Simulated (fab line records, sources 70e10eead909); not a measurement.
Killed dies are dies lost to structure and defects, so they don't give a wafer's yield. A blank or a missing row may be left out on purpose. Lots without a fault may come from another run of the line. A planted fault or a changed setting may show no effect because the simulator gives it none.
Chamber matching | flow nand_harc | NHARC_A_CONTACT_DEP_29 on pecvd-02: 3 sister chambers
The step deposits SiON, target thk 100 nm. 22 wafers are shown with their chamber, then 11 later ones without.

WAFERS WITH THEIR CHAMBER
wafer  | chamber | heater_power_w (W) | rf_fwd_power_W (W)
L075.4 | 0       | 756                | 350.8
L075.5 | 2       | 763                | 349.2
L075.6 | 1       | 733                | 349.2
L076.3 | 2       | 719                | 348.7
L076.4 | 0       | 741                | 350.3
L076.6 | 1       | 752                | 349.3
L079.1 | 0       | 635                | 348.6
L079.4 | 2       | 717                | 350.3
L079.5 | 0       | 645                | 350.0
L082.1 | 1       | 749                | 348.8
L082.3 | 2       | 719                | 349.8
L082.5 | 0       | 756                | 349.6
L085.1 | 2       | 650                | 348.3
L085.2 | 0       | 777                | 348.8
L085.4 | 0       | 640                | 348.7
L087.1 | 1       | 765                | 349.7
L087.5 | 2       | 596                | 348.4
L087.6 | 0       | 780                | 349.6
L088.3 | 1       | 833                | 349.1
L088.5 | 2       | 718                | 349.5
L088.6 | 1       | 825                | 349.3
L091.2 | 0       | 698                | 347.7

SIGNATURES (means of the wafers above)
reading        | chamber 0 | chamber 1 | chamber 2 | scatter within a chamber
heater_power_w | 714.22    | 776.17    | 697.43    | 54.7
rf_fwd_power_W | 349.344   | 349.233   | 349.171   | 0.773
Rule: a wafer's distance from a chamber is the root of the sum, over the readings, of the square of ((its reading less the chamber's mean) divided by the reading's scatter). The wafer belongs to the nearest chamber; if the next one is less than 2 further off, it can't be placed. The scatter: the root of (the sum of the squares of (reading less its chamber's mean) over the shown wafers, divided by (wafers less chambers)).

WAFERS WITHOUT THEIR CHAMBER
wafer  | heater_power_w (W) | rf_fwd_power_W (W)
L091.4 | 673                | 348.6
L091.5 | 725                | 347.8
L090.1 | 710                | 348.9
L090.2 | 710                | 351.1
L090.5 | 738                | 347.7
L093.1 | 767                | 347.9
L093.4 | 711                | 348.2
L093.6 | 768                | 347.4
L094.3 | 656                | 350.0
L094.4 | 645                | 350.0
L094.5 | 781                | 348.0

WHICH CHAMBER EACH WENT THROUGH
wafer  | from the rows above          | in truth
L091.4 | can't be placed: 2 or 0 or 1 | 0
L091.5 | can't be placed: 2 or 0 or 1 | 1
L090.1 | can't be placed: 2 or 0 or 1 | 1
L090.2 | can't be placed: 0 or 2 or 1 | 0
L090.5 | can't be placed: 2 or 1 or 0 | 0
L093.1 | can't be placed: 1 or 2 or 0 | 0
L093.4 | can't be placed: 2 or 0 or 1 | 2
L093.6 | can't be placed: 1 or 2 or 0 | 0
L094.3 | can't be placed: 2 or 0 or 1 | 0
L094.4 | can't be placed: 2 or 0 or 1 | 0
L094.5 | can't be placed: 1 or 0 or 2 | 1
Placed correctly: 0 of 11. Can't be placed from these rows: 11 (the true chamber is among the candidates in 11). Placed wrongly: 0.
